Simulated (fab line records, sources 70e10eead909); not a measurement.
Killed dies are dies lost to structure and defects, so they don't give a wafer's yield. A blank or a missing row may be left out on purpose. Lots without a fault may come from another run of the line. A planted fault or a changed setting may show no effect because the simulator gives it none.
fab line records | flow nand_harc
record lots=13 wafers=39 last_day=33
route steps=1302 shown P_ZERO_WELL@61 P_STI@84 P_GATE@119
lots that met no fault: from a run of the same line without faults
start_h: hours from the record's first day to the start of the lot's first wafer shown | wait_h: hours since the lot's step before | " the same as in the row above | L1.1+2: a row that stands for several wafers | - no value, or no start given | * or withheld: withheld | < > ~ a bound
route shown NAME@n: a module of which the file shows steps, and the number in the route of the first | usual: mean/standard deviation of fault-free wafers | same: alike in all rows | chamber/n: place in a boat | sites: the reading at each site | _std_site: their standard deviation | _edge_site: outer sites' mean less inner sites' | radius_mm: how far each site lies from the wafer's centre | mask NAME#n: copy n | behind: the tool/chamber that last shaped the wafer | hold: why the lot was held/for how many hours/how that ended | device: the transistor (n, p or np) that didn't switch | end of line: the same wafers' tests at the end of the route | a step without rows: its recipe alone | killed: dies lost to structure and defects at the first sort, not the wafer's yield | map: a wafer's dies, x killed, . not, _ none there
set.NAME: the setting as run; set.NAME@STEP: as run at that earlier step | model.NAME: the simulator's own value behind a step, which no gauge read
steps of the route over a sample of lots; a table a step, a row a wafer
services: from which hour (start_h, from the record's first day; less than 0 if before it) a tool's chamber was out of use, for how many hours, and why
## steps
# step NHARC_P_ZERO_WELL_DESCUM_54
# recipe time_s=3 o2_flow_sccm=200 ar_flow_sccm=0 bias_power_w=0 chemistry=O2
# usual drypump_motor_current_A=5.6/0.52 oes_product_au=1.002/0.0069 rf_vpp_V=57.7/0.87 showerhead_plenum_p_Torr=1.90/0.065 throttle_valve_pct=11.311/0.0084
# columns lot.wafer tool chamber start_h wait_h drypump_motor_current_A oes_product_au rf_hours_counter_h rf_vpp_V showerhead_plenum_p_Torr throttle_valve_pct
L348.1 rie_diel-05 3 26.23 - 5.2 0.993 54 58.2 1.94 11.312
L348.3 " 0 " " 5.4 1.006 53 57.8 1.93 11.320
L348.5 " 0 " " 5.4 1.002 - 57.4 1.92 11.309
L352.4 rie_diel-05 1 66.04 - 5.4 0.999 1 58.5 1.87 11.309
L352.2 " 2 " " 5.1 1.017 1 57.5 1.89 11.317
L352.6 " 3 " " 5.2 1.006 - 57.5 1.94 11.314
L359.1 rie_diel-13 1 135.90 - 5.3 0.996 41 58.0 2.06 11.317
L359.2 " 2 " " 5.2 0.996 49 57.1 1.90 11.312
L359.5 " 0 " " 6.4 1.000 - 58.2 1.88 11.305
L360.3 rie_diel-05 3 145.98 - 5.2 1.003 22 56.8 1.93 11.312
L360.1 " 1 " " 5.4 1.000 23 58.0 1.86 11.301
L360.6 " 2 " " 5.0 1.000 - 57.4 1.88 11.314
L361.4 rie_diel-08 1 155.82 - 6.5 1.007 41 57.8 1.82 11.311
L361.3 " 2 " " 5.6 1.001 43 58.5 1.78 11.326
L361.6 " 2 " " 5.6 0.998 - 57.7 1.78 11.321
L363.3 rie_diel-13 2 175.79 - 5.2 1.008 0 57.9 1.90 11.302
L363.4 " 3 " " 5.2 1.002 0 56.7 1.86 11.319
L363.1 " 0 " " 6.4 1.010 0 56.6 1.88 11.293
L364.3 rie_diel-08 2 185.93 - 5.6 0.989 51 57.8 1.77 11.311
L364.5 " 3 " " 6.5 1.003 - 58.9 1.97 11.308
L364.6 " 0 " " 5.3 0.998 - 57.4 1.96 11.316
L365.4 rie_diel-05 0 196.88 - 5.4 1.010 42 58.3 1.91 11.305
L365.3 " 1 " " 5.4 0.991 39 56.9 1.86 11.304
L365.1 " 3 " " 5.2 1.004 40 57.9 1.92 11.315
L366.2 rie_diel-08 3 208.28 - 6.5 0.989 5 58.3 1.97 11.317
L366.3 " 2 " " 5.6 0.996 5 57.2 1.77 11.310
L366.6 " 3 " " 6.5 0.995 - 57.3 1.97 11.309
L367.2 rie_diel-13 0 216.18 - 6.4 1.007 17 56.7 1.88 11.307
L367.6 " 2 " " 5.2 1.006 - 57.8 1.89 11.318
L367.5 " 0 " " 6.4 1.008 - 57.0 1.88 11.313
L368.3 rie_diel-13 3 225.95 - 5.2 1.000 22 57.7 1.86 11.305
L368.4 " 0 " " 6.4 1.003 22 58.4 1.87 11.309
L368.6 " 3 " " 5.2 1.005 - 56.9 1.86 11.302
L369.4 rie_diel-08 2 236.34 - 5.5 1.001 14 58.5 1.77 11.303
L369.2 " 3 " " 6.4 0.995 14 58.7 1.96 11.309
L369.6 " 0 " " 5.3 0.999 - 58.2 1.96 11.305
L371.2 rie_diel-13 0 255.81 - 6.4 1.008 32 57.4 1.87 11.311
L371.3 " 1 " " 5.3 1.004 25 58.5 2.05 11.319
L371.5 " 0 " " 6.4 1.010 - 57.8 1.87 11.314
# step NHARC_P_STI_OVL_MEAS_10
# usual overlay_x_nm=1/6.8 overlay_y_nm=1/6.3
# columns lot.wafer tool chamber start_h wait_h overlay_x_nm overlay_y_nm
L348.1 overlay-02 - 44.78 - 4 -3
L348.3 " - " " 5 -3
L348.5 " - " " 5 -3
L352.2 overlay-01 - 84.67 - 0 -2
L352.4 " - " " 0 -2
L352.6 " - " " 1 -2
L359.1 overlay-02 - 156.70 - -5 7
L359.2 " - " " -6 7
L359.5 " - " " -6 7
L360.1 overlay-02 - 163.51 - 13 -3
L360.3 " - " " 13 -3
L360.6 " - " " 13 -4
L361.3 overlay-01 - 174.48 - 6 13
L361.4 " - " " 6 13
L361.6 " - " " 6 13
L363.1 overlay-01 - 199.22 - 2 -8
L363.3 " - " " 2 -8
L363.4 " - " " 2 -8
L364.3 overlay-01 - 202.69 - -8 -6
L364.5 " - " " -8 -6
L364.6 " - " " -7 -6
L365.1 overlay-01 - 213.07 - 4 -6
L365.3 " - " " 3 -5
L365.4 " - " " 4 -6
L366.2 overlay-02 - 225.38 - 17 10
L366.3 " - " " 17 10
L366.6 " - " " 18 10
L367.2 overlay-02 - 233.50 - -1 1
L367.5 " - " " -1 1
L367.6 " - " " -1 0
L368.3 overlay-02 - 244.75 - -6 -8
L368.4 " - " " -6 -8
L368.6 " - " " -6 -9
L369.2 overlay-02 - 253.54 - -3 -3
L369.4 " - " " -3 -3
L369.6 " - " " -3 -3
L371.2 overlay-01 - 272.45 - 0 7
L371.3 " - " " 1 7
L371.5 " - " " 0 8
# step NHARC_P_STI_OCD_MEAS_17
# usual trench_depth_nm=301/3.1 trench_foot_cd_nm=158.1/1.7
# columns lot.wafer tool chamber start_h wait_h trench_depth_nm trench_foot_cd_nm
L348.1 ocd-02 - 45.47 0.1 301 156.9
L348.3 " - " " 293 159.4
L348.5 " - " " 298 157.0
L352.2 ocd-02 - 85.44 0.1 302 158.5
L352.4 " - " " 302 156.9
L352.6 " - " " 299 158.1
L359.1 ocd-01 - 157.40 0.1 302 156.2
L359.2 " - " " 300 157.9
L359.5 " - " " 299 160.4
L360.1 ocd-01 - 164.22 0.1 294 157.1
L360.3 " - " " 306 157.5
L360.6 " - " " 297 158.3
L361.3 ocd-02 - 175.18 0.1 300 158.8
L361.4 " - " " 305 156.5
L361.6 " - " " 304 158.6
L363.1 ocd-01 - 199.92 0.1 298 160.8
L363.3 " - " " 298 156.8
L363.4 " - " " 300 156.3
L364.3 ocd-01 - 203.39 0.1 302 156.8
L364.5 " - " " 300 157.6
L364.6 " - " " 304 158.0
L365.1 ocd-02 - 213.76 0.1 307 156.6
L365.3 " - " " 302 155.0
L365.4 " - " " 304 155.6
L366.2 ocd-02 - 226.08 0.1 303 158.5
L366.3 " - " " 302 156.7
L366.6 " - " " 296 157.5
L367.2 ocd-01 - 234.20 0.1 302 156.2
L367.5 " - " " 302 156.5
L367.6 " - " " 302 155.3
L368.3 ocd-01 - 245.46 0.1 300 158.1
L368.4 " - " " 297 161.6
L368.6 " - " " 298 159.2
L369.2 ocd-01 - 254.23 0.1 298 160.2
L369.4 " - " " 305 155.1
L369.6 " - " " 301 159.6
L371.2 ocd-01 - 273.15 0.1 301 156.9
L371.3 " - " " 304 155.2
L371.5 " - " " 303 156.4
# step NHARC_P_GATE_EXPOSE_08
# recipe na=0.6 dose_mj=16.75 mask_id=P_HV
# same na=0.6
# columns lot.wafer tool chamber start_h wait_h mask
L348.1+3+5 krf_scanner-01 0 83.72 - P_HV#0
L352.2+4+6 krf_scanner-02 0 120.51 - P_HVPW#0
L360.1+3+6 krf_scanner-03 0 199.69 - P_HV#0
L359.1+2+5 krf_scanner-03 0 199.73 - P_HV#0
L361.3+4+6 krf_scanner-02 0 223.14 - P_HV#0
L364.3+5+6 krf_scanner-01 0 236.81 - P_HV#0
L363.1+3+4 krf_scanner-02 0 236.96 - P_HV#0
L365.1+3+4 krf_scanner-01 0 250.96 - P_HV#0
L366.2+3+6 krf_scanner-02 0 264.52 - P_HV#0
L367.2+5+6 krf_scanner-01 0 267.64 - P_HV#0
L368.3+4+6 krf_scanner-03 0 280.43 - P_HV#0
L369.2+4+6 krf_scanner-02 0 287.12 - P_HV#0
L371.2+3+5 krf_scanner-03 0 311.85 - P_HV#0
# step NHARC_P_GATE_CD_MEAS_11
# recipe target_cd_nm=1640 landing_energy_ev=500
# usual cd_nm=1640.1/1.3
# columns lot.wafer tool chamber start_h wait_h cd_nm
L348.1 cd_sem-03 0 83.88 - 1640.1
L348.3 " 0 " " 1639.6
L348.5 " 0 " " 1638.9
L352.2 cd_sem-01 0 120.67 - -
L352.4 " 0 " " -
L352.6 " 0 " " -
L360.1 cd_sem-02 0 199.85 - 1637.4
L360.3 " 0 " " 1636.3
L360.6 " 0 " " 1638.2
L359.1 cd_sem-01 0 199.89 - 1641.3
L359.2 " 0 " " 1640.6
L359.5 " 0 " " 1639.7
L361.3 cd_sem-03 0 223.29 - 1638.7
L361.4 " 0 " " 1639.7
L361.6 " 0 " " 1638.9
L364.3 cd_sem-03 0 236.96 - 1642.3
L364.5 " 0 " " 1641.6
L364.6 " 0 " " 1641.0
L363.1 cd_sem-03 0 237.11 - 1641.4
L363.3 " 0 " " 1641.2
L363.4 " 0 " " 1642.3
L365.1 cd_sem-01 0 251.11 - 1640.2
L365.3 " 0 " " 1640.1
L365.4 " 0 " " 1641.0
L366.2 cd_sem-02 0 264.67 - 1638.9
L366.3 " 0 " " 1638.2
L366.6 " 0 " " 1638.7
L367.2 cd_sem-02 0 267.79 - 1640.2
L367.5 " 0 " " 1640.9
L367.6 " 0 " " 1641.2
L368.3 cd_sem-02 0 280.58 - 1640.4
L368.4 " 0 " " 1639.9
L368.6 " 0 " " 1640.5
L369.2 cd_sem-01 0 287.27 - 1640.8
L369.4 " 0 " " 1641.4
L369.6 " 0 " " 1637.8
L371.2 cd_sem-01 0 312.00 - 1639.3
L371.3 " 0 " " 1638.0
L371.5 " 0 " " 1637.4
## services
# columns tool chamber start_h hours kind
rie_diel-08 3 4.62 8.0 repair
rie_diel-08 - 13.80 9.0 pm
krf_scanner-03 - 52.00 4.0 pm
rie_diel-05 - 52.60 9.0 pm
krf_scanner-01 - 53.40 0.2 repair
krf_scanner-02 - 75.39 1.6 repair
rie_diel-05 1 84.09 6.4 repair
rie_diel-13 2 84.51 5.3 repair
rie_diel-13 1 87.67 4.2 repair
rie_diel-13 2 90.38 7.0 repair
rie_diel-08 - 93.66 1.9 repair
krf_scanner-02 - 94.00 4.0 pm
krf_scanner-01 - 105.70 0.9 repair
krf_scanner-02 - 138.61 0.9 repair
krf_scanner-01 - 140.00 4.0 pm
rie_diel-05 0 163.39 3.4 repair
rie_diel-13 2 164.06 11.1 repair
rie_diel-13 - 165.96 9.0 pm
rie_diel-08 2 189.20 5.9 repair
rie_diel-08 - 190.82 9.0 pm
rie_diel-13 1 209.29 12.8 repair
krf_scanner-03 - 224.00 4.0 pm
krf_scanner-02 - 266.00 4.0 pm
krf_scanner-02 - 284.09 2.5 repair
## key
first_sign step=NHARC_P_GATE_EXPOSE_08 reading=mask direction=changed
effect step=NHARC_P_GATE_CD_MEAS_11 reading=cd_nm direction=missing
met_at NHARC_P_GATE_EXPOSE_08
struck_lots L352
later_rows_left_out L352.2,L352.4,L352.6
sort_left_out L352.2,L352.4,L352.6
tester_left_out L352
not_acting_at NHARC_P_ZERO_WELL_DESCUM_54,NHARC_P_STI_OVL_MEAS_10,NHARC_P_STI_OCD_MEAS_17
fault kind=wrong_mask tool=any chamber=- onset_h=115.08 steps=NHARC_P_GATE_EXPOSE_08 aux_copy=P_HVPW#0 scope=struck_lots_only
# tester_left_out: of these lots the tester's yield and bins aren't shown, on N5 and GAA mostly nor the transistor test; their killed dies are dies lost to structure and defects alone, not to doping, threshold or leakage, so they don't give the yield
# sort_left_out: the simulated sort isn't trusted on such a fault, so these wafers' sort isn't shown, and their yield isn't known
# later_rows_left_out: the simulator's readings of these wafers behind a module that went badly wrong aren't trusted and aren't shown, but for the sort
